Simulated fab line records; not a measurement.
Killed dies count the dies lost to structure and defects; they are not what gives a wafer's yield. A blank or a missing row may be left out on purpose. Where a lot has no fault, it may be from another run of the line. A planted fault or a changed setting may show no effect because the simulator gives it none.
8D (eight disciplines) problem report, filled in by code / flow nandHarc / the parts of the form that need people (team, actions taken, sign-off) are left out

1. PROBLEM STATEMENT
Wafers without a fault read 996 nm, standard deviation 7.8; thkNm at NHARC_A_ONON_D2_THK_MEAS_14 reads a mean of 938 nm on 4 wafers belonging to 3 lots. That puts it -7.4 standard deviations away from the usual mean.
The step: measures by ellipsometry.
The first sign was on wafer L523.3 at day 16 08:33, on filmMetro-01. Wafers with a number at this step in the record: 43, from 15 lots. The rule behind "out" and "out of limits": a value lying over 4 standard deviations away from the usual mean. Any other wafer with a number is counted as sound.

2. WHAT IT IS, WHAT IT ISN'T
question=which readings at this step | is=thkNm | is not=-
question=which lots | is=L523, L524, L525 | is not=L513, L515, L518, L520, L526, L528, L529, L531, L532, L533, L534, L535
question=which wafers of those lots | is=L523.3, L524.2, L524.3, L525.3 | is not=L523.5, L523.6, L525.6
question=read on which gauges | is=filmMetro-01 | is not=filmMetro-02
question=when | is=from day 16 08:33 | is not=up to then (14 sound wafers); but 25 sound wafers of L525, L526, L528, L529, L531, L532, L533, L534, L535 came after

3. THE SUSPECTS, EACH WITH WHAT RULES IT OUT
Counting: any tool at a process step up to the reading remains a suspect provided it ran every lot that is out. Sound lots after the first of them don't rule it out here, since some wafers of a struck lot are sound.
- the gauge at NHARC_A_ONON_D2_THK_MEAS_14 has been ruled out. All the wafers that are out were read on filmMetro-01, but those of them that NHARC_END_SORT_01 has rows for are out there too, on other tools.
- pecvdOnon-04 at NHARC_A_ONON_D2_DEP_12 (target thk 1000 nm): kept. Every lot that is out went through it, the first being L523 (day 16 08:09); the last sound lot it ran before that was L520 (day 15 18:11).
After counting, what remains is pecvdOnon-04 at NHARC_A_ONON_D2_DEP_12.

4. THE CAUSE (what the simulator had put in)
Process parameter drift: pecvdOnon-04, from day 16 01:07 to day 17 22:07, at NHARC_A_ONON_D2_DEP_12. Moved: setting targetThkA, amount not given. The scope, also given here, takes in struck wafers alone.
The count eliminated every tool but this one.

5. THE EFFECT CHAIN, in route order
Each row: a reading where the mean over the struck wafers with a number is more than 3 standard deviations away from the usual. Only readings for which the record gives a usual standard deviation are gone through. hours: the time from each lot's start at the first step in this table that gives one to its start at this step, as a median over the lots. sigmas: the change in usual standard deviations.
hours=0; step=NHARC_A_ONON_D2_THK_MEAS_14; reading=thkNm; usual=996 nm; on struck wafers=938; change=-58; sigmas=-7.4
hours=286; step=NHARC_END_SORT_01; reading=killedAtArray; usual=59; on struck wafers=673; change=+614; sigmas=+31
hours=286; step=NHARC_END_SORT_01; reading=killedDies; usual=63; on struck wafers=677; change=+614; sigmas=+29

6. HOW IT WOULD HAVE BEEN CAUGHT EARLIER
The first out-of-limits reading at a measuring or inspecting step in this record came at day 16 08:33, 7 hours after the fault's start at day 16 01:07.
Of the lots that are out (3), L524, L525 began NHARC_A_ONON_D2_DEP_12 on pecvdOnon-04 after day 16 08:33. A hold on the tool at that time would have spared those 2.
